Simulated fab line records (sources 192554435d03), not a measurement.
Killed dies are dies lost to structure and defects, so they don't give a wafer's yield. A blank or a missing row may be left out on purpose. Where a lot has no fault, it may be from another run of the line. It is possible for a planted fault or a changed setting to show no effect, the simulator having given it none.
fab line records	flow n5Finfet
record lots=7	wafers=39
route steps=1938 shown BEOL_M0_SAQP@672 BEOL_M2@882 BEOL_M6@1194 BEOL_M7@1329 BEOL_M9@1405
startH: hours from the record's first day to the start of the lot's first wafer shown	waitH: how many hours have passed since the lot's step before this one	" repeats the value in the row above	L1.1+2: a row that stands for several wafers	- either no value or no given start	* or withheld: withheld	< > ~ a bound
route shown NAME@n: a module of which the file shows steps, and the number in the route of the first	usual: the fault-free wafers' mean and standard deviation	same: alike in all rows	chamber/n: place in a boat	sites: readings site by site	_std_site: the standard deviation of these	_edge_site: mean of outer sites minus mean of inner sites	radiusMm: for every site, how far away it sits from the centre of the wafer	mask NAME#n: copy n	behind: the last tool/chamber to shape the wafer	hold: the reason the lot was held/the length of the hold in hours/how it ended	device: names the non-switching transistor (n, p or np)	end of line: the tests these same wafers got at the end of their route	a step with no rows: only its recipe	killed: dies that structure and defects cost at the first sort, which is not the same as the wafer's yield	map: a wafer's dies, marking killed ones x, the rest . and places with no die _
set.NAME: the run value of the setting; set.NAME@STEP: its run value at that earlier step	model.NAME: the simulator's own value behind a step, which no gauge read
one table per step and one row per wafer, for lots whose settings were changed on purpose
## steps
# step N5_BEOL_M0_SAQP_ETCH_106
# recipe chemistry=N2/H2	target=SOC	targetDepthA=1500	stopOn=SiNx	ionEnergyEv=100	biasW=61	pressureMtorr=30	sourceW=850	n2FlowSccm=200	h2FlowSccm=200
lot.wafer	tool	chamber	startH	waitH	set.targetDepthA	model.SOC_of_BEOL_M0_SAQP_COAT_105.thkNm
L077.1	rieDiel-03	0	129.86	-	1500	23.6
L077.2	"	2	"	"	1500	22
L077.3+5	"	3,2	"	"	624.9	67.8
L077.4	"	1	"	"	1500	23.8
L077.6	"	1	"	"	624.9	68.2
L081.1	rieDiel-03	2	153.86	-	1500	22.4
L081.2+3+5	"	0,3,0	"	"	2342	0
L081.4	"	1	"	"	1500	24.8
L081.6	"	3	"	"	1500	22.2
L082.1+4+5	rieDiel-04	1,0,3	158.66	-	2346	0
L082.2	"	3	"	"	1500	26.2
L082.3	"	0	"	"	1500	24.4
L082.6	"	1	"	"	1500	20
L083.1	rieDiel-01	0	169.77	-	1009	50.4
L083.2	"	3	"	"	1009	50.2
L083.3	"	1	"	"	1500	20.8
L083.4	"	2	"	"	1500	19
L083.5	"	0	"	"	1009	50
L083.6	"	3	"	"	1500	25.8
L086.1	rieDiel-03	1	181.36	-	1120	43.8
L086.2	"	3	"	"	1500	22.8
L086.3	"	0	"	"	1120	43
L086.4	"	2	"	"	1120	42
L086.5	"	0	"	"	1500	23
L086.6	"	1	"	"	1500	24.2
L088.2	rieDiel-04	2	198.49	-	1500	24.6
L088.3	"	1	"	"	1500	20
L088.5	"	2	"	"	1500	25
L095.1	rieDiel-04	1	237.31	-	1500	19.6
L095.2	"	3	"	"	1005	49.4
L095.3	"	0	"	"	1500	24.2
L095.4	"	2	"	"	1005	49.6
L095.5	"	3	"	"	1005	48.6
L095.6	"	2	"	"	1500	25.6
# step N5_BEOL_M0_SAQP_ETCH_107
# recipe chemistry=CH3F/O2	target=SiNx	targetDepthA=300	maskMaterial=SOC	pressureMtorr=30	sourceW=395	biasW=73	Ar_flow_sccm=150	CH3F_flow_sccm=30	O2_flow_sccm=20	ionEnergyEv=120
lot.wafer	tool	chamber	startH	waitH	set.targetDepthA@BEOL_M0_SAQP_ETCH_106	model.SOC_of_BEOL_M0_SAQP_COAT_105.thkNm
L077.1	rieDiel-03	0	129.92	0.0	1500	12.4
L077.2	"	2	"	"	1500	11
L077.3	"	3	"	"	624.9	57.2
L077.4	"	1	"	"	1500	13
L077.5	"	2	"	"	624.9	56.8
L077.6	"	1	"	"	624.9	57.4
L081.1	rieDiel-03	2	153.92	0.0	1500	11.4
L081.2+3+5	"	0,3,0	"	"	2342	0
L081.4	"	1	"	"	1500	14
L081.6	"	3	"	"	1500	11.2
L082.1+4+5	rieDiel-04	1,0,3	158.72	0.0	2346	0
L082.2	"	3	"	"	1500	15.4
L082.3	"	0	"	"	1500	13.4
L082.6	"	1	"	"	1500	8.6
L083.1	rieDiel-01	0	169.83	0.0	1009	39.8
L083.2	"	3	"	"	1009	39.4
L083.3	"	1	"	"	1500	9.8
L083.4	"	2	"	"	1500	7.8
L083.5	"	0	"	"	1009	39.6
L083.6	"	3	"	"	1500	15.4
L086.1	rieDiel-03	1	181.42	0.0	1120	33
L086.2	"	3	"	"	1500	11.8
L086.3	"	0	"	"	1120	32
L086.4	"	2	"	"	1120	31
L086.5	"	0	"	"	1500	12
L086.6	"	1	"	"	1500	13.2
L088.2	rieDiel-04	2	198.55	0.0	1500	13.8
L088.3	"	1	"	"	1500	8.8
L088.5	"	2	"	"	1500	14.4
L095.1	rieDiel-04	1	237.37	0.0	1500	8.2
L095.2	"	3	"	"	1005	38.6
L095.3	"	0	"	"	1500	13.4
L095.4	"	2	"	"	1005	38.8
L095.5	"	3	"	"	1005	37.8
L095.6	"	2	"	"	1500	14.8
# step N5_BEOL_M2_ALD_98
# recipe material=SiO2	targetThkA=25	tempC=100	aldPrecursorFamily=BDEAS	aldCoReactant=O2-plasma	pulseTimeS=1	coReactantPulseTimeS=1	purgeTimeS=2	coReactantPurgeTimeS=2	aldCycles=17	pressureTorr=2
lot.wafer	tool	chamber	startH	waitH	set.aldCycles	model.SiO2_of_BEOL_M2_ALD_98.thkNm
L077.1+5+6	aldSin-01	1,3,2	164.16	0.1	17	2.4
L077.2+3+4	"	2,3,0	"	"	22	3.2
L081.1+4+5	aldSin-01	3,0,0	175.12	0.1	17	2.6
L081.2+3+6	"	1,2,3	"	"	12	1.8
L082.1	aldSin-04	3	180.43	0.5	17	2.6
L082.2+4+5	"	2,0,0	"	"	24	3.6
L082.3+6	"	1	"	"	17	2.4
L083.1+3+4	aldSin-01	3,2,0	196.27	1.0	17	2.6
L083.2+5+6	"	1,3,0	"	"	23	3.4
L086.1+2+3+6	aldSin-01	1,2,3,1	207.27	0.1	17	2.4
L086.4+5	"	0	"	"	17	2.6
L088.2+5	aldSin-04	1,2	231.18	0.3	17	2.4
L088.3	"	2	"	"	17	2.6
L095.1+3	aldSin-01	2,1	263.82	0.1	25	3.6
L095.2+4	"	3,0	"	"	17	2.6
L095.5	"	0	"	"	25	3.8
L095.6	"	1	"	"	17	2.4
# step N5_BEOL_M6_ILD_DEP_00
# recipe material=SiCOH_lowk	targetThkA=1797.5	tempC=300	precursor=DEMS/porogen	pressureTorr=5	rfW=500	timeS=33.4
lot.wafer	tool	chamber	startH	waitH	set.timeS	model.SiCOH_lowk_of_BEOL_M6_ILD_DEP_00.thkNm
L077.1	pecvd-03	0	222.86	0.0	33.4	177
L077.2	"	1	"	"	21.25	114.6
L077.3	"	0	"	"	33.4	179.6
L077.4	"	1	"	"	33.4	180.8
L077.5	"	1	"	"	21.25	117.2
L077.6	"	0	"	"	21.25	115.6
L081.1	pecvd-01	2	227.00	0.0	33.4	181.6
L081.2	"	1	"	"	40.47	220.6
L081.3	"	0	"	"	33.4	181.4
L081.4	"	1	"	"	40.47	221.8
L081.5	"	2	"	"	33.4	186.6
L081.6	"	0	"	"	40.47	222.4
L083.1	pecvd-02	0	243.83	0.0	33.4	177.4
L083.2	"	1	"	"	33.4	176
L083.3	"	0	"	"	33.4	180
L083.4	"	1	"	"	33.4	178.8
L083.5	"	1	"	"	33.4	179.8
L083.6	"	0	"	"	33.4	181.6
L082.1	pecvd-02	0	244.48	0.0	45.05	237.6
L082.2	"	1	"	"	45.05	237.8
L082.3	"	1	"	"	33.4	178.6
L082.4	"	0	"	"	45.05	240.6
L082.5	"	1	"	"	33.4	179.6
L082.6	"	0	"	"	33.4	179
L086.1+5	pecvd-01	1,0	270.56	0.0	33.4	182.8
L086.2	"	2	"	"	39.04	212.8
L086.3	"	0	"	"	39.04	208.4
L086.4	"	2	"	"	39.04	215
L086.6	"	1	"	"	33.4	185.4
L088.2	pecvd-01	1	278.10	0.0	33.4	183.6
L088.3	"	2	"	"	33.4	182.2
L088.5	"	1	"	"	33.4	185.4
L095.1	pecvd-03	2	320.54	0.0	40.27	213.8
L095.2	"	1	"	"	33.4	179
L095.3	"	0	"	"	33.4	178.2
L095.4	"	0	"	"	33.4	179.8
L095.5	"	1	"	"	40.27	215
L095.6	"	2	"	"	40.27	216.8
# step N5_BEOL_M6_CURE_74
# recipe tempC=385	timeS=240	ambient=He/Ar	material=SiCOH_lowk
lot.wafer	tool	chamber	startH	waitH	set.timeS@BEOL_M6_ILD_DEP_00	model.SiCOH_lowk_of_BEOL_M6_ILD_DEP_00.thkNm
L077.1	uvCure-03	2	223.15	0.3	33.4	152.6
L077.2	"	2	"	"	21.25	98.6
L077.3	"	2	"	"	33.4	154.8
L077.4	"	2	"	"	33.4	155.8
L077.5	"	2	"	"	21.25	100.6
L077.6	"	2	"	"	21.25	99.4
L081.1	uvCure-01	1	227.07	0.0	33.4	156.8
L081.2	"	1	"	"	40.47	190.6
L081.3	"	1	"	"	33.4	156.4
L081.4	"	1	"	"	40.47	191.8
L081.5	"	1	"	"	33.4	161
L081.6	"	1	"	"	40.47	192.2
L083.1	uvCure-01	1	243.92	0.1	33.4	153
L083.2	"	1	"	"	33.4	151.8
L083.3+5	"	1	"	"	33.4	155.2
L083.4	"	1	"	"	33.4	154.2
L083.6	"	1	"	"	33.4	156.6
L082.1+2	uvCure-02	1	244.57	0.1	45.05	205.6
L082.3	"	1	"	"	33.4	154
L082.4	"	1	"	"	45.05	208.2
L082.5	"	1	"	"	33.4	155
L082.6	"	1	"	"	33.4	154.4
L086.1+5	uvCure-02	0	270.76	0.2	33.4	157.6
L086.2	"	0	"	"	39.04	183.8
L086.3	"	0	"	"	39.04	180
L086.4	"	0	"	"	39.04	185.8
L086.6	"	0	"	"	33.4	160
L088.2	uvCure-03	2	278.33	0.2	33.4	158.4
L088.3	"	2	"	"	33.4	157.2
L088.5	"	2	"	"	33.4	159.8
L095.1	uvCure-02	0	320.60	0.0	40.27	184.6
L095.2	"	0	"	"	33.4	154.4
L095.3	"	0	"	"	33.4	153.6
L095.4	"	0	"	"	33.4	155
L095.5	"	0	"	"	40.27	185.8
L095.6	"	0	"	"	40.27	187.4
# step N5_BEOL_M6_THK_MEAS_01
# recipe reads=SiCOH_lowk_of_BEOL_M6_ILD_DEP_00
# usual M6_ILD_THK=155.5/2.5
lot.wafer	tool	chamber	startH	waitH	set.timeS@BEOL_M6_ILD_DEP_00	M6_ILD_THK[nm]
L077.1	filmMetro-02	-	224.14	0.8	33.4	152.7
L077.2	"	-	"	"	21.25	98.6
L077.3	"	-	"	"	33.4	154.8
L077.4	"	-	"	"	33.4	156.0
L077.5	"	-	"	"	21.25	100.7
L077.6	"	-	"	"	21.25	99.4
L081.1	filmMetro-02	-	227.58	0.4	33.4	156.8
L081.2	"	-	"	"	40.47	190.7
L081.3	"	-	"	"	33.4	156.3
L081.4	"	-	"	"	40.47	191.8
L081.5	"	-	"	"	33.4	161.0
L081.6	"	-	"	"	40.47	192.2
L083.1	filmMetro-01	-	244.43	0.4	33.4	152.9
L083.2	"	-	"	"	33.4	151.8
L083.3	"	-	"	"	33.4	155.2
L083.4	"	-	"	"	33.4	154.3
L083.5	"	-	"	"	33.4	155.3
L083.6	"	-	"	"	33.4	156.5
L082.1	filmMetro-01	-	245.08	0.4	45.05	205.7
L082.2	"	-	"	"	45.05	205.7
L082.3	"	-	"	"	33.4	154.2
L082.4	"	-	"	"	45.05	208.3
L082.5	"	-	"	"	33.4	154.8
L082.6	"	-	"	"	33.4	154.4
L086.1	filmMetro-01	-	271.75	0.8	33.4	157.7
L086.2	"	-	"	"	39.04	183.8
L086.3	"	-	"	"	39.04	180.0
L086.4	"	-	"	"	39.04	185.9
L086.5	"	-	"	"	33.4	157.5
L086.6	"	-	"	"	33.4	159.9
L088.2	filmMetro-01	-	279.16	0.7	33.4	158.3
L088.3	"	-	"	"	33.4	157.1
L088.5	"	-	"	"	33.4	159.8
L095.1	filmMetro-02	-	321.12	0.4	40.27	184.7
L095.2	"	-	"	"	33.4	154.4
L095.3	"	-	"	"	33.4	153.5
L095.4	"	-	"	"	33.4	154.9
L095.5	"	-	"	"	40.27	185.6
L095.6	"	-	"	"	40.27	187.3
# step N5_BEOL_M7_DEP_56
# recipe material=SiCN	targetThkA=100	tempC=withheld	precursor=3MS/NH3	pressureTorr=3	rfW=202	timeS=17.5
lot.wafer	tool	chamber	startH	waitH	set.timeS	model.SiCN_of_BEOL_M7_DEP_56.thkNm
L081.1+2	pecvd-02	1,0	245.34	0.0	13.96	8
L081.3+5	"	1	"	"	17.5	10
L081.4	"	0	"	"	13.96	8.4
L081.6	"	0	"	"	17.5	10.2
L077.1+3+5	pecvd-01	2,1,2	245.49	0.0	23.76	13.6
L077.2+4	"	0	"	"	17.5	10
L077.6	"	1	"	"	17.5	10.2
L083.1	pecvd-01	2	263.01	0.0	27.6	15.4
L083.2+4	"	1,2	"	"	17.5	9.8
L083.3	"	1	"	"	17.5	10.2
L083.5	"	2	"	"	27.6	15.8
L083.6	"	1	"	"	27.6	15.6
L082.1+2+5+6	pecvd-02	0,1,0,2	263.02	0.0	17.5	9.8
L082.3	"	2	"	"	17.5	9.6
L082.4	"	1	"	"	17.5	10
L086.1+4	pecvd-02	0,2	289.09	0.0	17.5	10
L086.2	"	2	"	"	25.89	14.4
L086.3	"	1	"	"	25.89	14.8
L086.5	"	0	"	"	17.5	10.2
L086.6	"	1	"	"	25.89	15
L088.2+5	pecvd-04	0	296.11	0.0	17.5	10.2
L088.3	"	2	"	"	17.5	10
L095.1+2	pecvd-01	1,2	337.23	0.0	17.5	10
L095.3	"	0	"	"	17.5	9.8
L095.4	"	2	"	"	17.5	10.4
L095.5+6	"	0,1	"	"	17.5	10.2
# step N5_BEOL_M9_HM_DEP_02
# recipe material=TiN	targetThkA=200	tempC=25	chamberPressurePa=0.49996
lot.wafer	tool	chamber	startH	waitH	set.targetThkA	model.TiN_of_BEOL_M9_HM_DEP_02.thkNm
L081.1	pvdSputter-01	-	255.45	1.1	200	20.2
L081.2	"	-	"	"	200	20
L081.3	"	-	"	"	200	20.4
L081.4	"	-	"	"	312.6	31
L081.5+6	"	-	"	"	312.6	31.2
L077.1+6	pvdSputter-03	-	255.62	0.7	200	19.4
L077.2+5	"	-	"	"	153.1	15
L077.3	"	-	"	"	153.1	15.4
L077.4	"	-	"	"	200	19.6
L082.1	pvdSputter-02	-	272.70	1.9	200	20.2
L082.2+6	"	-	"	"	200	20
L082.3+4+5	"	-	"	"	200	20.4
L083.1+2+5	pvdSputter-02	-	272.90	1.5	200	20.2
L083.3	"	-	"	"	200	20.6
L083.4	"	-	"	"	200	20
L083.6	"	-	"	"	200	20.4
L086.1	pvdSputter-02	-	298.52	1.0	311.2	31
L086.2	"	-	"	"	200	19.8
L086.3+6	"	-	"	"	311.2	31.6
L086.4	"	-	"	"	200	20.2
L086.5	"	-	"	"	200	20
L088.2	pvdSputter-03	-	305.52	1.3	200	19.6
L088.3+5	"	-	"	"	200	20.2
L095.1+6	pvdSputter-03	-	348.93	0.8	319.2	31.2
L095.2	"	-	"	"	200	20
L095.3	"	-	"	"	200	19.4
L095.4	"	-	"	"	319.2	31.6
L095.5	"	-	"	"	200	19.8
# step N5_BEOL_M9_COAT_59
# recipe resist=SOC	tempC=250	timeS=60	spinRpm=1500	resistThkNm=100
# step N5_BEOL_M9_COAT_60
# recipe resist=SiARC	tempC=220	timeS=60	spinRpm=1500	resistThkNm=30
# step N5_BEOL_M9_STRIP_68
# recipe chemistry=N2/H2	tempC=40	n2FlowSccm=200	h2FlowSccm=200	rfFrequencyHz=6e+07
# step N5_BEOL_M9_STRIP_67
# recipe chemistry=CF4	resist=SiARC	powerW=300	biasPowerW=75	pressureMtorr=50	cf4FlowSccm=150	rfFrequencyHz=6e+07
# step N5_BEOL_M9_HM_OPEN_17
# recipe chemistry=Cl2/BCl3	targetDepthA=200	overetchA=60	target=TiN	maskMaterial=SOC	ionEnergyEv=150	pressureMtorr=10	icpW=1000	biasW=126	Cl2_flow_sccm=53.25	bcl3FlowSccm=21.75	Ar_flow_sccm=25
lot.wafer	tool	chamber	startH	waitH	set.targetThkA@BEOL_M9_HM_DEP_02	model.etch.depthNm
L081.1	rieMetal-01	0	256.33	0.0	200	20.14
L081.2	"	1	"	"	200	19.96
L081.3	"	1	"	"	200	20.45
L081.4	"	0	"	"	312.6	25.56
L081.5	"	1	"	"	312.6	25.87
L081.6	"	0	"	"	312.6	25.39
L077.1	rieMetal-03	1	256.58	0.0	200	19.43
L077.2	"	0	"	"	153.1	15.03
L077.3	"	0	"	"	153.1	15.3
L077.4	"	1	"	"	200	19.53
L077.5	"	1	"	"	153.1	15.04
L077.6	"	0	"	"	200	19.41
L082.1	rieMetal-02	0	273.43	0.0	200	20.21
L082.2	"	1	"	"	200	20.04
L082.3	"	0	"	"	200	20.32
L082.4	"	1	"	"	200	20.45
L082.5	"	1	"	"	200	20.42
L082.6	"	0	"	"	200	20.07
L083.1	rieMetal-03	1	273.75	0.0	200	20.17
L083.2	"	0	"	"	200	20.23
L083.3	"	0	"	"	200	20.55
L083.4	"	1	"	"	200	20.05
L083.5	"	1	"	"	200	20.22
L083.6	"	0	"	"	200	20.32
L086.1	rieMetal-03	0	299.38	0.0	311.2	25.65
L086.2	"	1	"	"	200	19.84
L086.3	"	1	"	"	311.2	25.6
L086.4	"	0	"	"	200	20.11
L086.5	"	1	"	"	200	19.93
L086.6	"	0	"	"	311.2	25.66
L088.2	rieMetal-02	0	306.67	0.0	200	19.63
L088.3	"	1	"	"	200	20.3
L088.5	"	1	"	"	200	20.1
L095.1	rieMetal-02	0	349.78	0.0	319.2	26.78
L095.2	"	1	"	"	200	19.95
L095.3	"	0	"	"	200	19.37
L095.4	"	1	"	"	319.2	25.76
L095.5	"	1	"	"	200	19.76
L095.6	"	0	"	"	319.2	26.63
# step N5_BEOL_M9_STRIP_19
# recipe chemistry=O2	powerW=400	tempC=40	pressureMtorr=30	rfFrequencyHz=6e+07	biasPowerW=0	overashFraction=0.2	o2FlowSccm=225
# step N5_BEOL_M9_STRIP_69
# recipe chemistry=N2/H2	tempC=40	n2FlowSccm=200	h2FlowSccm=200	rfFrequencyHz=6e+07
# step N5_BEOL_M9_STRIP_77
# recipe chemistry=N2/H2	tempC=40	n2FlowSccm=200	h2FlowSccm=200	rfFrequencyHz=6e+07
# step N5_BEOL_M9_VIA_ETCH_34
# recipe chemistry=C4F6/O2	target=SiCOH_lowk	targetDepthA=1824	maskMaterial=SOC	taperDeg=4	timeS=68.4	ionEnergyEv=250	pressureMtorr=30	sourceW=345	biasW=185	Ar_flow_sccm=300	C4F6_flow_sccm=10	O2_flow_sccm=10
# usual oesProductAu=0.77/0.069
lot.wafer	tool	chamber	startH	waitH	set.targetThkA@BEOL_M9_HM_DEP_02	oesProductAu
L081.1	rieDiel-04	2	257.64	0.0	200	0.68
L081.2	"	0	"	"	200	0.76
L081.3	"	1	"	"	200	0.85
L081.4	"	3	"	"	312.6	0.29
L081.5	"	3	"	"	312.6	0.29
L081.6	"	2	"	"	312.6	0.26
L077.1	rieDiel-03	1	257.86	0.0	200	0.78
L077.2	"	3	"	"	153.1	0.69
L077.3	"	2	"	"	153.1	0.75
L077.4	"	0	"	"	200	0.83
L077.5	"	1	"	"	153.1	0.79
L077.6	"	2	"	"	200	0.75
L082.1	rieDiel-01	3	275.73	0.0	200	0.73
L082.2	"	1	"	"	200	0.71
L082.3	"	0	"	"	200	0.80
L082.4	"	2	"	"	200	0.72
L082.5	"	3	"	"	200	0.73
L082.6	"	0	"	"	200	0.80
L083.1	rieDiel-03	0	275.99	0.0	200	0.83
L083.2	"	1	"	"	200	0.79
L083.3	"	2	"	"	200	0.74
L083.4	"	3	"	"	200	0.68
L083.5	"	3	"	"	200	0.69
L083.6	"	0	"	"	200	0.84
L086.1	rieDiel-03	0	300.17	0.0	311.2	0.31
L086.2	"	1	"	"	200	0.77
L086.3	"	2	"	"	311.2	0.28
L086.4	"	1	"	"	200	0.77
L086.5	"	2	"	"	200	0.73
L086.6	"	0	"	"	311.2	0.32
L088.2	rieDiel-01	0	308.26	0.0	200	0.79
L088.3	"	1	"	"	200	0.70
L088.5	"	0	"	"	200	0.80
L095.1	rieDiel-03	0	350.85	0.0	319.2	0.32
L095.2	"	3	"	"	200	0.95
L095.3	"	2	"	"	200	0.73
L095.4	"	1	"	"	319.2	0.28
L095.5	"	0	"	"	200	0.81
L095.6	"	3	"	"	319.2	0.37
# step N5_BEOL_M9_STRIP_73
# recipe chemistry=C4F6/O2	resist=SiARC	rfFrequencyHz=6e+07
# step N5_BEOL_M9_STRIP_36
# recipe chemistry=N2/H2	powerW=450	tempC=40	pressureMtorr=20	rfFrequencyHz=6e+07	overashFraction=0.3	biasPowerW=7	h2Frac=0.5	n2FlowSccm=200	h2FlowSccm=200
# step N5_BEOL_M9_ETCH_41
# recipe chemistry=CH3F/O2	target=SiCN	targetDepthA=366	taperDeg=2	timeS=70.1	ionEnergyEv=120	maskMaterial=TiN	pressureMtorr=30	sourceW=395	biasW=75	Ar_flow_sccm=150	CH3F_flow_sccm=30	O2_flow_sccm=20
# step N5_BEOL_M9_STRIP_80
# recipe chemistry=N2/H2	timeS=10	powerW=450	tempC=40	pressureMtorr=20	rfFrequencyHz=6e+07	biasPowerW=7	n2FlowSccm=200	h2FlowSccm=200
# step N5_BEOL_M9_OCD_MEAS_38
# usual trenchDepthNm=151/3.1
lot.wafer	tool	chamber	startH	waitH	set.targetThkA@BEOL_M9_HM_DEP_02	trenchDepthNm
L081.1	ocd-01	-	257.91	-	200	150
L081.2	"	-	"	"	200	148
L081.3	"	-	"	"	200	154
L081.4	"	-	"	"	312.6	0
L081.5	"	-	"	"	312.6	0
L081.6	"	-	"	"	312.6	0
L077.1	ocd-02	-	258.13	-	200	152
L077.2	"	-	"	"	153.1	149
L077.3	"	-	"	"	153.1	154
L077.4	"	-	"	"	200	150
L077.5	"	-	"	"	153.1	151
L077.6	"	-	"	"	200	155
L082.1	ocd-01	-	276.00	-	200	147
L082.2	"	-	"	"	200	154
L082.3	"	-	"	"	200	146
L082.4	"	-	"	"	200	153
L082.5	"	-	"	"	200	145
L082.6	"	-	"	"	200	145
L083.1	ocd-02	-	276.27	-	200	151
L083.2	"	-	"	"	200	151
L083.3	"	-	"	"	200	153
L083.4	"	-	"	"	200	150
L083.5	"	-	"	"	200	150
L083.6	"	-	"	"	200	151
L086.1	ocd-02	-	300.44	-	311.2	0
L086.2	"	-	"	"	200	152
L086.3	"	-	"	"	311.2	0
L086.4	"	-	"	"	200	149
L086.5	"	-	"	"	200	151
L086.6	"	-	"	"	311.2	0
L088.2	ocd-01	-	308.53	-	200	146
L088.3	"	-	"	"	200	153
L088.5	"	-	"	"	200	146
L095.1	ocd-02	-	351.12	-	319.2	5
L095.2	"	-	"	"	200	155
L095.3	"	-	"	"	200	152
L095.4	"	-	"	"	319.2	0
L095.5	"	-	"	"	200	151
L095.6	"	-	"	"	319.2	3
## key
split step=N5_BEOL_M0_SAQP_ETCH_106	setting=targetDepthA	stated=1500	by=wafer
response step=N5_BEOL_M0_SAQP_ETCH_106	reading=model.SOC_of_BEOL_M0_SAQP_COAT_105.thkNm	change=-0.6	per=1%	r=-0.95
response step=N5_BEOL_M0_SAQP_ETCH_107	reading=model.SOC_of_BEOL_M0_SAQP_COAT_105.thkNm	change=-0.504	per=1%	r=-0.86
split step=N5_BEOL_M2_ALD_98	setting=aldCycles	stated=17	by=wafer
response step=N5_BEOL_M2_ALD_98	reading=model.SiO2_of_BEOL_M2_ALD_98.thkNm	change=+0.0255	per=1%	r=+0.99
split step=N5_BEOL_M6_ILD_DEP_00	setting=timeS	stated=33.4	by=wafer
response step=N5_BEOL_M6_ILD_DEP_00	reading=model.SiCOH_lowk_of_BEOL_M6_ILD_DEP_00.thkNm	change=+1.74	per=1%	r=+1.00
response step=N5_BEOL_M6_CURE_74	reading=model.SiCOH_lowk_of_BEOL_M6_ILD_DEP_00.thkNm	change=+1.51	per=1%	r=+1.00
response step=N5_BEOL_M6_THK_MEAS_01	reading=M6_ILD_THK	change=+1.51	per=1%	r=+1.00
split step=N5_BEOL_M7_DEP_56	setting=timeS	stated=17.5	by=wafer
response step=N5_BEOL_M7_DEP_56	reading=model.SiCN_of_BEOL_M7_DEP_56.thkNm	change=+0.0979	per=1%	r=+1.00
split step=N5_BEOL_M9_HM_DEP_02	setting=targetThkA	stated=200	by=wafer
response step=N5_BEOL_M9_HM_DEP_02	reading=model.TiN_of_BEOL_M9_HM_DEP_02.thkNm	change=+0.197	per=1%	r=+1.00
response step=N5_BEOL_M9_HM_OPEN_17	reading=model.etch.depthNm	change=+0.108	per=1%	r=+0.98
response step=N5_BEOL_M9_VIA_ETCH_34	reading=oesProductAu	change=-0.00792	per=1%	r=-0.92
response step=N5_BEOL_M9_OCD_MEAS_38	reading=trenchDepthNm	change=-2.49	per=1%	r=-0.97
